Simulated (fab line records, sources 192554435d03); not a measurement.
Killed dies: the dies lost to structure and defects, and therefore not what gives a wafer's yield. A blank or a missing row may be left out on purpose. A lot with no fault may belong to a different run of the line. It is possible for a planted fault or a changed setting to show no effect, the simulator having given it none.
fab line records ; flow n5-finfet
[record] lots = 7; wafers = 39
route steps=1938 shown ZERO_LAYER@11 FIN_SAQP@100
start-h: hours from the record's opening day to when the first of the lot's shown wafers began ; wait-h: how many hours have passed since the lot's step before this one ; " as in the row above ; L1.1+2: several wafers, shown together as one row ; - either no value or no given start ; * or withheld: withheld ; < > ~ a bound
route shown NAME@n: NAME is a module with steps in the file, n the number in the route of the first one ; usual: mean/standard deviation of fault-free wafers ; same: alike in all rows ; chamber/n: place in a boat ; sites: each site's reading ; _std_site: standard deviation of those values ; _edge_site: the outer-site mean with the inner-site mean subtracted ; radius-mm: how far each site lies from the wafer's centre ; mask NAME#n: copy n ; behind: tool/chamber where the wafer was last shaped ; hold: why the lot went on hold/how many hours it stayed there/how the hold came to an end ; device: which transistor (n, p or np) failed to switch ; end of line: the same wafers' tests at the end of the route ; for a step that has no rows: nothing shown but its recipe ; killed: the dies lost at the first sort to structure and to defects; this is not the yield of the wafer ; map: the dies of a wafer, with x for killed, . for not killed, _ for no die there
set.NAME: the setting as run; set.NAME@STEP: as run at that earlier step ; model.NAME: the simulator's own value behind a step, which no gauge read
lots run with intentionally changed settings; tables by step, rows by wafer
[[steps]]
[step N5_ZERO_LAYER_DEVELOP_10]
[recipe] develop-time-s = 60; rinse-liquid = diw; dry = air-spin; dev-temp-c = 21
lot.wafer;tool;chamber;start-h;wait-h;set.develop-time-s
L077.1+4+6;litho-track-04;0;-;-;85.13
L077.2+3+5;litho-track-04;0;-;-;60
L078.1+2+6;litho-track-05;0;-;-;69.09
L078.3+4+5;litho-track-05;0;-;-;60
L080.2+3+4;litho-track-01;0;-;-;60
L082.1+2+4;litho-track-01;0;-;-;60
L082.3+5+6;litho-track-01;0;-;-;31.13
L089.1+2+3+4+5+6;litho-track-05;0;-;-;60
L093.1+2+6;litho-track-05;0;-;-;80.21
L093.3+4+5;litho-track-05;0;-;-;60
L097.1+2+3+4+5+6;litho-track-04;0;-;-;60
[step N5_ZERO_LAYER_HARDBAKE_23]
[recipe] temp-c = 130; time-s = 120
[step N5_ZERO_LAYER_CD_MEAS_11]
[recipe] target-cd-nm = 2000; landing-energy-ev = 500; detector = se-inlens
[usual] cd-nm = 1999.9/2.4
lot.wafer;tool;chamber;start-h;wait-h;set.develop-time-s@ZERO_LAYER_DEVELOP_10;cd-nm
L077.1;cd-sem-02;0;30.77;-;85.13;2006.7
L077.2;cd-sem-02;0;30.77;-;60;2001.1
L077.3;cd-sem-02;0;30.77;-;60;2002.4
L077.4;cd-sem-02;0;30.77;-;85.13;2005.2
L077.5;cd-sem-02;0;30.77;-;60;1999.9
L077.6;cd-sem-02;0;30.77;-;85.13;2007.6
L078.1;cd-sem-01;0;36.78;-;69.09;2001.1
L078.2;cd-sem-01;0;36.78;-;69.09;1998.1
L078.3;cd-sem-01;0;36.78;-;60;1995.4
L078.4;cd-sem-01;0;36.78;-;60;2000.7
L078.5;cd-sem-01;0;36.78;-;60;1997.6
L078.6;cd-sem-01;0;36.78;-;69.09;2001.6
L080.2;cd-sem-03;0;48.80;-;60;2000.0
L080.3;cd-sem-03;0;48.80;-;60;1996.3
L080.4;cd-sem-03;0;48.80;-;60;2000.2
L082.1;cd-sem-01;0;60.78;-;60;2002.8
L082.2;cd-sem-01;0;60.78;-;60;2000.2
L082.3;cd-sem-01;0;60.78;-;31.13;1989.8
L082.4;cd-sem-01;0;60.78;-;60;2003.1
L082.5;cd-sem-01;0;60.78;-;31.13;1988.8
L082.6;cd-sem-01;0;60.78;-;31.13;1990.5
L089.1;cd-sem-03;0;102.80;-;60;1996.6
L089.2;cd-sem-03;0;102.80;-;60;1997.8
L089.3;cd-sem-03;0;102.80;-;60;2000.9
L089.4;cd-sem-03;0;102.80;-;60;1999.6
L089.5;cd-sem-03;0;102.80;-;60;1999.5
L089.6;cd-sem-03;0;102.80;-;60;2001.2
L093.1;cd-sem-01;0;126.77;-;80.21;2004.8
L093.2;cd-sem-01;0;126.77;-;80.21;2004.4
L093.3;cd-sem-01;0;126.77;-;60;1999.3
L093.4;cd-sem-01;0;126.77;-;60;2000.7
L093.5;cd-sem-01;0;126.77;-;60;1996.7
L093.6;cd-sem-01;0;126.77;-;80.21;2004.3
L097.1;cd-sem-02;0;150.77;-;60;1996.7
L097.2;cd-sem-02;0;150.77;-;60;1996.6
L097.3;cd-sem-02;0;150.77;-;60;1998.8
L097.4;cd-sem-02;0;150.77;-;60;2000.4
L097.5;cd-sem-02;0;150.77;-;60;1997.7
L097.6;cd-sem-02;0;150.77;-;60;1997.0
[step N5_ZERO_LAYER_DESCUM_16]
[recipe] chemistry = O2; time-s = 7.9; source-power-w = 50; bias-power-w = 20; pressure-mtorr = 20; rf-frequency-hz = 2.712e+07; temp-c = 40; o2-flow-sccm = 225
lot.wafer;tool;chamber;start-h;wait-h;set.develop-time-s@ZERO_LAYER_DEVELOP_10;model.ZERO_LAYER.cd-nm
L077.1;rie-diel-01;0;30.80;0.0;85.13;2007
L077.2;rie-diel-01;2;30.80;0.0;60;2001
L077.3;rie-diel-01;1;30.80;0.0;60;2002
L077.4;rie-diel-01;0;30.80;0.0;85.13;2006
L077.5;rie-diel-01;2;30.80;0.0;60;2000
L077.6;rie-diel-01;1;30.80;0.0;85.13;2008
L078.1;rie-diel-04;3;36.82;0.0;69.09;2001
L078.2;rie-diel-04;1;36.82;0.0;69.09;1998
L078.3;rie-diel-04;0;36.82;0.0;60;1995
L078.4;rie-diel-04;2;36.82;0.0;60;2001
L078.5;rie-diel-04;1;36.82;0.0;60;1998
L078.6;rie-diel-04;0;36.82;0.0;69.09;2002
L080.2+4;rie-diel-03;1,2;49.06;0.3;60;2000
L080.3;rie-diel-03;3;49.06;0.3;60;1996
L082.1+4;rie-diel-03;3,0;60.82;0.0;60;2003
L082.2;rie-diel-03;1;60.82;0.0;60;2000
L082.3;rie-diel-03;2;60.82;0.0;31.13;1990
L082.5;rie-diel-03;3;60.82;0.0;31.13;1989
L082.6;rie-diel-03;2;60.82;0.0;31.13;1991
L089.1;rie-diel-04;2;102.89;0.1;60;1997
L089.2;rie-diel-04;1;102.89;0.1;60;1998
L089.3+6;rie-diel-04;0,2;102.89;0.1;60;2001
L089.4;rie-diel-04;3;102.89;0.1;60;2000
L089.5;rie-diel-04;3;102.89;0.1;60;1999
L093.1;rie-diel-01;1;126.81;0.0;80.21;2005
L093.2+6;rie-diel-01;3,1;126.81;0.0;80.21;2004
L093.3;rie-diel-01;2;126.81;0.0;60;2000
L093.4;rie-diel-01;0;126.81;0.0;60;2001
L093.5;rie-diel-01;2;126.81;0.0;60;1996
L097.1+6;rie-diel-01;1,3;150.86;0.1;60;1997
L097.2;rie-diel-01;0;150.86;0.1;60;1996
L097.3;rie-diel-01;2;150.86;0.1;60;1999
L097.4;rie-diel-01;3;150.86;0.1;60;2000
L097.5;rie-diel-01;0;150.86;0.1;60;1998
[step N5_FIN_SAQP_PECVD_06]
[recipe] material = a-Si; target-thk-a = 600; temp-c = 400; precursor = SiH4/He; pressure-torr = 3; rf-w = 100; time-s = 48.1
lot.wafer;tool;chamber;start-h;wait-h;set.time-s;model.a-Si_of_FIN_SAQP_PECVD_06.thk-nm
L077.1;pecvd-02;1;39.11;0.0;48.1;59.81
L077.2;pecvd-02;0;39.11;0.0;48.1;59.99
L077.3;pecvd-02;2;39.11;0.0;48.1;59.91
L077.4;pecvd-02;1;39.11;0.0;48.1;60.86
L077.5;pecvd-02;0;39.11;0.0;48.1;60.74
L077.6;pecvd-02;2;39.11;0.0;48.1;59.89
L078.1;pecvd-01;1;45.77;0.0;48.1;59.09
L078.2;pecvd-01;0;45.77;0.0;57.79;71.55
L078.3;pecvd-01;2;45.77;0.0;57.79;71.69
L078.4;pecvd-01;1;45.77;0.0;48.1;59.98
L078.5;pecvd-01;0;45.77;0.0;57.79;72.26
L078.6;pecvd-01;2;45.77;0.0;48.1;60.19
L080.2;pecvd-02;2;57.32;0.0;48.1;59.66
L080.3;pecvd-02;0;57.32;0.0;48.1;59.44
L080.4;pecvd-02;1;57.32;0.0;48.1;60.22
L082.1;pecvd-01;0;70.04;0.0;48.1;59.76
L082.2;pecvd-01;2;70.04;0.0;48.1;60.07
L082.3;pecvd-01;1;70.04;0.0;48.1;59.66
L082.4;pecvd-01;2;70.04;0.0;48.1;61.5
L082.5;pecvd-01;1;70.04;0.0;48.1;60.28
L082.6;pecvd-01;0;70.04;0.0;48.1;61.17
L089.1;pecvd-01;1;111.66;0.0;48.1;58.75
L089.2;pecvd-01;2;111.66;0.0;48.1;59.67
L089.3;pecvd-01;0;111.66;0.0;48.1;58.59
L089.4;pecvd-01;0;111.66;0.0;48.1;59.21
L089.5;pecvd-01;1;111.66;0.0;48.1;59.64
L089.6;pecvd-01;2;111.66;0.0;48.1;60.46
L093.1;pecvd-01;2;136.67;0.0;67.79;85.06
L093.2;pecvd-01;0;136.67;0.0;48.1;59.01
L093.3;pecvd-01;1;136.67;0.0;67.79;83.99
L093.4;pecvd-01;2;136.67;0.0;48.1;60.97
L093.5;pecvd-01;0;136.67;0.0;48.1;60.04
L093.6;pecvd-01;1;136.67;0.0;67.79;84.79
L097.1;pecvd-01;1;162.37;0.0;48.1;59.33
L097.2;pecvd-01;2;162.37;0.0;48.1;59.96
L097.3;pecvd-01;0;162.37;0.0;48.1;60.23
L097.4;pecvd-01;0;162.37;0.0;48.1;61.43
L097.5;pecvd-01;2;162.37;0.0;48.1;60.91
L097.6;pecvd-01;1;162.37;0.0;48.1;59.94
[step N5_FIN_SAQP_THK_MEAS_07]
[usual] thk-nm = 59.8/0.68
lot.wafer;tool;chamber;start-h;wait-h;set.time-s@FIN_SAQP_PECVD_06;thk-nm
L077.1;film-metro-01;-;39.20;0.1;48.1;59.8
L077.2;film-metro-01;-;39.20;0.1;48.1;60.0
L077.3;film-metro-01;-;39.20;0.1;48.1;59.9
L077.4;film-metro-01;-;39.20;0.1;48.1;60.9
L077.5;film-metro-01;-;39.20;0.1;48.1;60.8
L077.6;film-metro-01;-;39.20;0.1;48.1;59.9
L078.1;film-metro-01;-;45.86;0.1;48.1;59.1
L078.2;film-metro-01;-;45.86;0.1;57.79;71.6
L078.3;film-metro-01;-;45.86;0.1;57.79;71.7
L078.4;film-metro-01;-;45.86;0.1;48.1;60.0
L078.5;film-metro-01;-;45.86;0.1;57.79;72.3
L078.6;film-metro-01;-;45.86;0.1;48.1;60.2
L080.2;film-metro-01;-;57.41;0.1;48.1;59.7
L080.3;film-metro-01;-;57.41;0.1;48.1;59.4
L080.4;film-metro-01;-;57.41;0.1;48.1;60.2
L082.1;film-metro-01;-;70.12;0.1;48.1;59.8
L082.2;film-metro-01;-;70.12;0.1;48.1;60.0
L082.3;film-metro-01;-;70.12;0.1;48.1;59.6
L082.4;film-metro-01;-;70.12;0.1;48.1;61.4
L082.5;film-metro-01;-;70.12;0.1;48.1;60.3
L082.6;film-metro-01;-;70.12;0.1;48.1;61.1
L089.1;film-metro-01;-;111.75;0.1;48.1;58.7
L089.2;film-metro-01;-;111.75;0.1;48.1;59.7
L089.3;film-metro-01;-;111.75;0.1;48.1;58.6
L089.4;film-metro-01;-;111.75;0.1;48.1;59.2
L089.5;film-metro-01;-;111.75;0.1;48.1;59.7
L089.6;film-metro-01;-;111.75;0.1;48.1;60.5
L093.1;film-metro-01;-;136.76;0.1;67.79;85.1
L093.2;film-metro-01;-;136.76;0.1;48.1;59.0
L093.3;film-metro-01;-;136.76;0.1;67.79;84.0
L093.4;film-metro-01;-;136.76;0.1;48.1;61.0
L093.5;film-metro-01;-;136.76;0.1;48.1;60.0
L093.6;film-metro-01;-;136.76;0.1;67.79;84.8
L097.1;film-metro-01;-;162.46;0.1;48.1;59.4
L097.2;film-metro-01;-;162.46;0.1;48.1;60.0
L097.3;film-metro-01;-;162.46;0.1;48.1;60.2
L097.4;film-metro-01;-;162.46;0.1;48.1;61.4
L097.5;film-metro-01;-;162.46;0.1;48.1;60.9
L097.6;film-metro-01;-;162.46;0.1;48.1;59.9
[step N5_FIN_SAQP_HM_DEP_72]
[recipe] material = SiO2; target-thk-a = 120; temp-c = 400; precursor = SiH4/N2O; pressure-torr = 0.75; rf-w = 275; time-s = 7.2
[step N5_FIN_SAQP_COAT_49]
[recipe] resist = SOC; temp-c = 250; time-s = 60; spin-rpm = 1500; resist-thk-nm = 100
[step N5_FIN_SAQP_HM_OPEN_73]
[recipe] chemistry = CHF3/O2; target = SiO2; stop-on = a-Si; target-depth-a = 120; over-etch-frac = 1.8; mask-material = SOC; time-s = 16.8; pressure-mtorr = 30; source-w = 650; bias-w = 170; Ar_flow_sccm = 200; CHF3_flow_sccm = 50; O2_flow_sccm = 5; ion-energy-ev = 200; ends = end-point
[step N5_FIN_SAQP_STRIP_74]
[recipe] chemistry = CHF3/O2; resist = SiARC; rf-frequency-hz = 6e+07
[step N5_FIN_SAQP_MANDREL_ETCH_22]
[recipe] target-depth-a = 600; chemistry = HBr/Cl2; target = a-Si; stop-on = SiNx; bt-time-s = 10; over-etch-frac = 0.5; time-s = 30; pressure-mtorr = 10; icp-w = 800; bias-w = 75; HBr_flow_sccm = 150; Cl2_flow_sccm = 80; ends = end-point
[usual] oes-product-au = 0.764/0.015
lot.wafer;tool;chamber;start-h;wait-h;set.time-s@FIN_SAQP_PECVD_06;oes-product-au;model.etch.depth-nm
L077.1;rie-si-04;0;40.11;0.0;48.1;0.750;59.81
L077.2;rie-si-04;3;40.11;0.0;48.1;0.782;59.99
L077.3;rie-si-04;2;40.11;0.0;48.1;0.762;59.91
L077.4;rie-si-04;1;40.11;0.0;48.1;0.752;60.69
L077.5;rie-si-04;2;40.11;0.0;48.1;0.769;60.74
L077.6;rie-si-04;1;40.11;0.0;48.1;0.744;59.72
L078.1;rie-si-04;0;46.64;0.0;48.1;0.753;59.09
L078.2;rie-si-04;1;46.64;0.0;57.79;0.838;71.55
L078.3;rie-si-04;2;46.64;0.0;57.79;0.844;71.58
L078.4;rie-si-04;3;46.64;0.0;48.1;0.769;59.92
L078.5;rie-si-04;3;46.64;0.0;57.79;0.855;72.26
L078.6;rie-si-04;2;46.64;0.0;48.1;0.762;60.19
L080.2;rie-si-04;1;58.28;0.0;48.1;0.747;59.55
L080.3;rie-si-04;2;58.28;0.0;48.1;0.752;59.44
L080.4;rie-si-04;3;58.28;0.0;48.1;0.773;60.22
L082.1;rie-si-03;3;71.03;0.0;48.1;0.763;59.76
L082.2;rie-si-03;2;71.03;0.0;48.1;0.794;60.01
L082.3;rie-si-03;0;71.03;0.0;48.1;0.763;59.55
L082.4;rie-si-03;0;71.03;0.0;48.1;0.777;61.5
L082.5;rie-si-03;3;71.03;0.0;48.1;0.766;60.28
L082.6;rie-si-03;2;71.03;0.0;48.1;0.795;61.17
L089.1;rie-si-03;0;112.66;0.0;48.1;0.763;58.75
L089.2;rie-si-03;2;112.66;0.0;48.1;0.790;59.5
L089.3;rie-si-03;1;112.66;0.0;48.1;0.771;58.59
L089.4;rie-si-03;3;112.66;0.0;48.1;0.748;59.21
L089.5;rie-si-03;0;112.66;0.0;48.1;0.751;59.47
L089.6;rie-si-03;1;112.66;0.0;48.1;0.777;60.46
L093.1;rie-si-03;3;137.57;0.0;67.79;0.952;85.06
L093.2;rie-si-03;0;137.57;0.0;48.1;0.751;58.84
L093.3;rie-si-03;2;137.57;0.0;67.79;0.986;83.99
L093.4;rie-si-03;1;137.57;0.0;48.1;0.786;60.97
L093.5;rie-si-03;0;137.57;0.0;48.1;0.769;60.04
L093.6;rie-si-03;1;137.57;0.0;67.79;0.966;84.79
L097.1;rie-si-04;0;163.47;0.0;48.1;0.751;59.33
L097.2;rie-si-04;1;163.47;0.0;48.1;0.740;59.96
L097.3;rie-si-04;3;163.47;0.0;48.1;0.776;60.23
L097.4;rie-si-04;2;163.47;0.0;48.1;0.771;61.43
L097.5;rie-si-04;1;163.47;0.0;48.1;0.755;60.91
L097.6;rie-si-04;2;163.47;0.0;48.1;0.761;59.94
[[key]]
[split] step = N5_ZERO_LAYER_DEVELOP_10; setting = develop-time-s; stated = 60; by = wafer
[response] step = N5_ZERO_LAYER_CD_MEAS_11; reading = cd-nm; change = +0.192; per = 1%; r = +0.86
[response] step = N5_ZERO_LAYER_DESCUM_16; reading = model.ZERO_LAYER.cd-nm; change = +0.194; per = 1%; r = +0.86
[split] step = N5_FIN_SAQP_PECVD_06; setting = time-s; stated = 48.1; by = wafer
[response] step = N5_FIN_SAQP_PECVD_06; reading = model.a-Si_of_FIN_SAQP_PECVD_06.thk-nm; change = +0.601; per = 1%; r = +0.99
[response] step = N5_FIN_SAQP_THK_MEAS_07; reading = thk-nm; change = *; per = 1%; r = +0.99
[response] step = N5_FIN_SAQP_MANDREL_ETCH_22; reading = oes-product-au; change = +0.00474; per = 1%; r = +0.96
[response] step = N5_FIN_SAQP_MANDREL_ETCH_22; reading = model.etch.depth-nm; change = +0.602; per = 1%; r = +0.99
